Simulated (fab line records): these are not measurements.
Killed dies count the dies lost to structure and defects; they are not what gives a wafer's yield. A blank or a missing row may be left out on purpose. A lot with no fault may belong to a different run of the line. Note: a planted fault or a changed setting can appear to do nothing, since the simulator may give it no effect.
Struck lot and sound lot, side by side -- flow n5-finfet -- 15 out of 1938 route steps
Sound: wafers L104.1, L104.4. Wafers struck: L111.3, L111.4, L111.5. The cause is named last.
Order at every step that has rows: each side's tool, ch and its chambers, its first start. Under that, the readings that differ: sound wafers -- struck wafers -- difference of the means -- sigmas: that difference in standard deviations of wafers without a fault.
alike: readings with means less than 2 such deviations apart, plus words and numbers identical on both sides. not compared: withheld readings, readings lacking a value on some wafer, bounds such as >300 that could conceal the same value, and numbers that have no deviation in the record and whose values overlap.
A row with sigmas, a row that says differs or no value, or rows on one side alone: a step with any of these is where the two part. Numbers that have no deviation but don't overlap get no sigmas and don't part them. A reading that every wafer of one side lacks parts them only if that side has two wafers or more.

first, 8 steps without rows for these wafers: N5_BEOL_M8_COAT_59 (time 60 s, resist thk 100 nm); N5_BEOL_M8_COAT_60 (time 60 s, resist thk 35 nm); N5_BEOL_M8_COAT_05 (resist thk 90 nm); N5_BEOL_M8_EBR_07; N5_BEOL_M8_SOFTBAKE_06 (time 60 s); N5_BEOL_M8_EXPOSE_08 (exposes mask M8); N5_BEOL_M8_PEB_09 (peb time 60 s); N5_BEOL_M8_DEVELOP_10 (develop time 30 s).
N5_BEOL_M8_CD_MEAS_11: the cd target is 38.5 nm.
  sound on cd-sem-03 ch 0, day 11 21:47; struck on cd-sem-01 ch 0, day 13 11:37
  alike: cd-nm
N5_BEOL_M8_OVL_MEAS_12:
  sound on overlay-02 ch 0, day 11 21:49; struck on overlay-02 ch 0, day 13 11:38
  alike: M8_OVL
N5_BEOL_M8_INSPECT_13: inspects for defects (brightfield).
  struck on defect-inspect-01, day 13 11:40; sound on defect-inspect-02, day 11 21:50
  alike: raw-defect-count
N5_BEOL_M8_DESCUM_16: chemistry O2, time 7.9 s.
  sound on rie-diel-03 ch 1,3, day 11 21:53; struck on rie-diel-03 ch 1,3, day 13 11:42
  alike: drypump-motor-current-A, oes-product-au, rf-vpp-V, showerhead-plenum-p-Torr, throttle-valve-pct
  not compared: rf-hours-counter-h
N5_BEOL_M8_ETCH_61: etches SiARC in CF4, target depth 45.5 nm, time 75.8 s.
  sound on rie-diel-03 ch 1,3, day 11 21:55; struck on rie-diel-03 ch 1,3, day 13 11:44
reading,sound,struck,difference,sigmas
bias-w (W),35.87 36.11,27.90 27.90 27.91,-8.09,-74
etch-rf-on-time-s (s),78.2 71.5,84.3 78.1 84.9,+7.6,+3
rf-vpp-V (V),182.8 185.3,157.0 156.9 156.3,-27.3,-27
  alike: drypump-motor-current-A, mfc-ar-sccm, oes-product-au, showerhead-plenum-p-Torr, throttle-valve-pct
  not compared: rf-hours-counter-h
N5_BEOL_M8_ETCH_62: etches SOC in N2/H2, target depth 110 nm, overetch 22 nm, time 165 s.
  sound on rie-diel-03 ch 1,3, day 11 21:58; struck on rie-diel-03 ch 1,3, day 13 11:47
  alike: bias-w, drypump-motor-current-A, oes-product-au, rf-vpp-V, showerhead-plenum-p-Torr, throttle-valve-pct
  not compared: rf-hours-counter-h
N5_PASSIVATION_PROBE_49:
  sound wafers here have rows in the record (prober-02, day 14 15:54); struck ones have none

== WHERE THEY PART ==
At N5_BEOL_M8_ETCH_61 first; at N5_PASSIVATION_PROBE_49 last (within this record only).

WHY: what the simulator had put in
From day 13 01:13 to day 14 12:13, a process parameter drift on rie-diel-03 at N5_BEOL_M8_ETCH_61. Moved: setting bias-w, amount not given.
